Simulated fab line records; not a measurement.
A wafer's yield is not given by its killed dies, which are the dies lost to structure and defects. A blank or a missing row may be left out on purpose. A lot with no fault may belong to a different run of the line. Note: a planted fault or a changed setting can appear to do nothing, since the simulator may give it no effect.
Struck lot and sound lot, side by side / flow nand_harc / 39 out of 1302 route steps
Sound: these wafers, L470.2, L470.5, L470.6. Struck: wafer L484.1 (left out: L484.3, L484.6 of the same lot, which were not struck); the cause appears at the end.
Each step with rows lists, per side, the tool, then ch with its chambers, then its first start. Under that, the readings that differ: sound wafers / struck wafers / difference of the means / sigmas: that difference in standard deviations of wafers without a fault.
alike: readings whose means differ by less than 2 such deviations, and words and numbers that are the same on both sides. not compared: withheld readings, readings that some wafer has no value for, bounds like >300 that may hide the same value, and numbers for which the record gives no deviation and whose values overlap.
Wherever a step has rows on one side only, a row that says differs or no value, or a row with sigmas, the two part there. Non-overlapping numbers with no deviation appear without sigmas and do not part them. A reading that every wafer of one side lacks parts them only if that side has two wafers or more.

NHARC_A_M0_CD_MEAS_09: target cd 80 nm.
  sound on cd_sem-02 ch 0, day 25 18:52; struck on cd_sem-03 ch 0, day 31 16:06
  alike: cd_nm
NHARC_A_M0_OVL_MEAS_10: pitch 160 nm.
  sound on overlay-02, day 25 18:57; struck on overlay-02, day 31 16:11
  alike: overlay_x_nm, overlay_y_nm
NHARC_A_M0_INSPECT_11:
  sound on defect_inspect-02, day 25 18:59; struck on defect_inspect-02, day 31 16:13
reading=raw_defect_count; sound=170 162 182; struck=59; difference=-112; sigmas=-3
then, 2 steps without rows for these wafers: NHARC_A_M0_DESCUM_14 (chemistry O2, time 3 s); NHARC_A_M0_ETCH_34 (etches the open film in N2/H2, target depth 40 nm, overetch 12 nm, time 43.94 s).
NHARC_A_M0_ETCH_15: etches the open film in C4F8/Ar, target depth 150 nm, overetch 15 nm, time 82.5 s.
  sound: rie_diel-01 ch 0,1,2; struck: rie_diel-09 ch 3
  alike: oes_product_au, rf_vpp_V
  not compared: rf_hours_counter_h
NHARC_A_M0_CD_MEAS_16:
  sound on cd_sem-01, day 25 19:24; struck on cd_sem-02, day 31 16:35
  alike: cd_nm
then, 5 steps without rows for these wafers: NHARC_A_M0_STRIP_18 (strips in N2/H2); NHARC_A_M0_STRIP_19 (strips in post etch residue remover, time 600 s); NHARC_A_M0_DEGAS_28 (time 60 s); NHARC_A_M0_PRE_CLEAN_29 (time 30 s); NHARC_A_M0_PVD_20 (deposits TaN, target thk 5 nm, time 8.06 s).
NHARC_A_M0_PVD_21: deposits Cu, target thk 30 nm, time 20.49 s.
  sound on pvd_sputter-02, day 25 20:15; struck on pvd_sputter-03, day 31 17:26
  alike: throttle_valve_pct
then, 1 step without rows for these wafers: NHARC_A_M0_ECD_22 (material Cu, target thk 400 nm).
NHARC_A_M0_ANNEAL_30: time 90 s.
  sound on rtp_anneal-01 ch 0, day 25 21:03; struck on rtp_anneal-01 ch 0, day 31 17:56
  alike: wafer_temp_C_max
then, 2 steps without rows for these wafers: NHARC_A_M0_CMP_23 (polishes, t overpolish 20 s, target thk 113.75 nm); NHARC_A_M0_SRD_25.
NHARC_A_M0_PRE_CLEAN_31: time 12 s.
  sound on pecvd-01 ch 0,1,2, day 25 21:53; struck on pecvd-04 ch 2, day 31 18:50
  alike: heater_power_w
NHARC_A_M0_DEP_32: deposits SiCN, target thk 30 nm.
  sound on pecvd-01 ch 0,1,2, day 25 21:58; struck on pecvd-04 ch 2, day 31 18:54
  alike: heater_power_w
then, 10 steps without rows for these wafers: NHARC_A_M1_DEP_00 (deposits SiOC, target thk 182.5 nm); NHARC_A_M1_DEHYDRATE_01 (time 120 s); NHARC_A_M1_HMDS_02 (time 30 s); NHARC_A_M1_COAT_34 (time 65 s); NHARC_A_M1_COAT_03 (resist thk 90 nm); NHARC_A_M1_SOFTBAKE_04 (time 55 s); NHARC_A_M1_EBR_05; NHARC_A_M1_EXPOSE_06 (exposes mask A M1, target cd 120 nm); NHARC_A_M1_PEB_07 (peb time 65 s); NHARC_A_M1_DEVELOP_08 (develop time 35 s).
NHARC_A_M1_CD_MEAS_09: target cd 120 nm.
  sound on cd_sem-01 ch 0, day 25 23:05; struck on cd_sem-01 ch 0, day 31 20:09
  alike: cd_nm
NHARC_A_M1_OVL_MEAS_10: pitch 240 nm.
  sound on overlay-01, day 25 23:11; struck on overlay-02, day 31 20:14
  alike: overlay_x_nm, overlay_y_nm
then, 3 steps without rows for these wafers: NHARC_A_M1_DESCUM_14 (chemistry O2, time 3 s); NHARC_A_M1_ETCH_35 (etches the open film in N2/H2, target depth 40 nm, overetch 12 nm, time 43.94 s); NHARC_A_M1_ETCH_15 (etches the open film in C4F8/Ar, target depth 182.5 nm, time 91.2 s).
NHARC_A_M1_CD_MEAS_16:
  sound on cd_sem-02, day 25 23:35; struck on cd_sem-01, day 31 20:38
  alike: cd_nm
NHARC_A_M1_STRIP_18: strips in N2/H2.
  sound on rie_diel-11 ch 0,1,3, day 25 23:42; struck on rie_diel-06 ch 3, day 31 20:44
reading=rf_vpp_V (V); sound=92.2 91.1 91.0; struck=88.6; difference=-2.8; sigmas=-3
reading=throttle_valve_pct (%); sound=14.189 14.172 14.171; struck=14.157; difference=-0.020; sigmas=-2
  alike: drypump_motor_current_A, oes_product_au, showerhead_plenum_p_Torr
  not compared: rf_hours_counter_h
then, 2 steps without rows for these wafers: NHARC_A_M1_ETCH_28 (etches the open film in CF4/N2, target depth 30 nm, time 72.99 s); NHARC_A_M1_STRIP_19 (strips in post etch residue remover, time 600 s).
NHARC_END_SORT_01:
  sound on prober-01 ch 0, day 27 10:45; struck on prober-02 ch 0, day 33 04:17
reading=defect_limited_yield (%); sound=87.6 91.1 84.9; struck=81.5; difference=-6.4; sigmas=-3
reading=killed_at_array; sound=78 58 95; struck=125; difference=+48; sigmas=+3
reading=killed_dies; sound=84 60 102; struck=125; difference=+43; sigmas=+3
reading=sort_bin_2_pct (%); sound=4.7 3.5 6.4; struck=8.7; difference=+3.8; sigmas=+3
reading=sort_bin_3_pct (%); sound=1.5 0.7 0.9; struck=2.2; difference=+1.2; sigmas=+3
reading=sort_n_pass; sound=593 617 575; struck=552; difference=-43; sigmas=-3
reading=sort_yield_pct (%); sound=87.6 91.1 84.9; struck=81.5; difference=-6.4; sigmas=-3
  alike: killed_at_other, killed_at_periphery, killed_open, killed_short, sort_bin_4_pct, sort_rim_yield_pct

## WHERE THEY PART
At NHARC_A_M0_INSPECT_11 first; at NHARC_END_SORT_01 last (within this record only).

WHY: whatever the simulator had introduced
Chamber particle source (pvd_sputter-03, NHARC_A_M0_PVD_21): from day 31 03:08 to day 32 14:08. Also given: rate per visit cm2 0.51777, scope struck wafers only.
